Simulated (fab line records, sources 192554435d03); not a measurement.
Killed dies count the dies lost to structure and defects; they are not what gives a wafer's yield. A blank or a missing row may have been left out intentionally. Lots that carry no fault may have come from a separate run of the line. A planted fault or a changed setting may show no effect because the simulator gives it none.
Matching of chambers + flow n5Finfet + aldSin-04 running N5_BEOL_M1_ALD_98: 4 sister chambers
The step deposits SiO2, target thk 2.5 nm, pulse time 1 s, co reactant pulse time 1 s. 22 wafers are shown with their chamber, then 11 later ones without.

## WAFERS PAIRED WITH THEIR CHAMBERS
| wafer  | chamber | heaterPowerW (W) | precursorPulseHeightRel |
|--------|---------|------------------|-------------------------|
| L074.1 | 0       | 75               | 0.929                   |
| L074.3 | 2       | 95               | 1.021                   |
| L074.4 | 3       | 92               | 1.030                   |
| L075.2 | 0       | 77               | 1.000                   |
| L075.5 | 3       | 88               | 0.979                   |
| L075.6 | 2       | 92               | 0.962                   |
| L077.1 | 1       | 82               | 1.043                   |
| L077.4 | 3       | 89               | 1.007                   |
| L077.5 | 0       | 75               | 1.008                   |
| L078.3 | 0       | 78               | 1.003                   |
| L078.4 | 1       | 79               | 1.000                   |
| L078.5 | 0       | 75               | 1.008                   |
| L079.1 | 1       | 82               | 1.009                   |
| L079.3 | 2       | 94               | 0.985                   |
| L079.4 | 0       | 76               | 1.042                   |
| L081.1 | 3       | 91               | 0.990                   |
| L081.3 | 1       | 80               | 0.969                   |
| L081.4 | 2       | 95               | 1.002                   |
| L082.2 | 3       | 89               | 1.038                   |
| L082.4 | 0       | 77               | 1.014                   |
| L082.5 | 0       | 75               | 1.027                   |
| L085.2 | 3       | 90               | 1.020                   |

SIGNATURES, as means of the wafers listed above
| reading                 | chamber 0 | chamber 1 | chamber 2 | chamber 3 | scatter within a chamber |
|-------------------------|-----------|-----------|-----------|-----------|--------------------------|
| heaterPowerW            | 76.00     | 80.75     | 94.00     | 89.83     | 1.37                     |
| precursorPulseHeightRel | 1.00388   | 1.00525   | 0.99250   | 1.01067   | 0.0289                   |
Rule: for a wafer and a chamber, the distance is found by dividing, reading by reading, the gap between the wafer's reading and the chamber's mean by the reading's scatter, squaring, summing and taking the root. The wafer belongs to the nearest chamber; if the next one is less than 2 further off, it can't be placed. How the scatter is found: for the shown wafers, subtract from each reading the mean of its chamber, square and add these, divide the total by (wafers less chambers), then take the root.

## WAFERS WITH NO CHAMBER GIVEN
| wafer  | heaterPowerW (W) | precursorPulseHeightRel |
|--------|------------------|-------------------------|
| L085.3 | 76               | 1.008                   |
| L085.4 | 90               | 0.983                   |
| L088.1 | 88               | 1.011                   |
| L088.2 | 93               | 1.002                   |
| L088.5 | 77               | 0.995                   |
| L087.1 | 91               | 0.979                   |
| L087.5 | 72               | 1.015                   |
| L087.6 | 91               | 1.013                   |
| L091.3 | 71               | 1.014                   |
| L091.4 | 88               | 1.025                   |
| L091.5 | 92               | 0.940                   |

## WHICH CHAMBER EACH ONE RAN IN
| wafer  | from the rows above     | in truth                   |
|--------|-------------------------|----------------------------|
| L085.3 | 0                       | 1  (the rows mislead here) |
| L085.4 | can't be placed: 3 or 2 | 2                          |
| L088.1 | 3                       | 3                          |
| L088.2 | can't be placed: 2 or 3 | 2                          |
| L088.5 | can't be placed: 0 or 1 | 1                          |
| L087.1 | can't be placed: 3 or 2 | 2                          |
| L087.5 | 0                       | 0                          |
| L087.6 | can't be placed: 3 or 2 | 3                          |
| L091.3 | 0                       | 0                          |
| L091.4 | 3                       | 3                          |
| L091.5 | can't be placed: 2 or 3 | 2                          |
4 of 11 placed correctly. Unplaceable from these rows: 6, with the true chamber sitting among the candidates in 6. 1 placed wrongly.
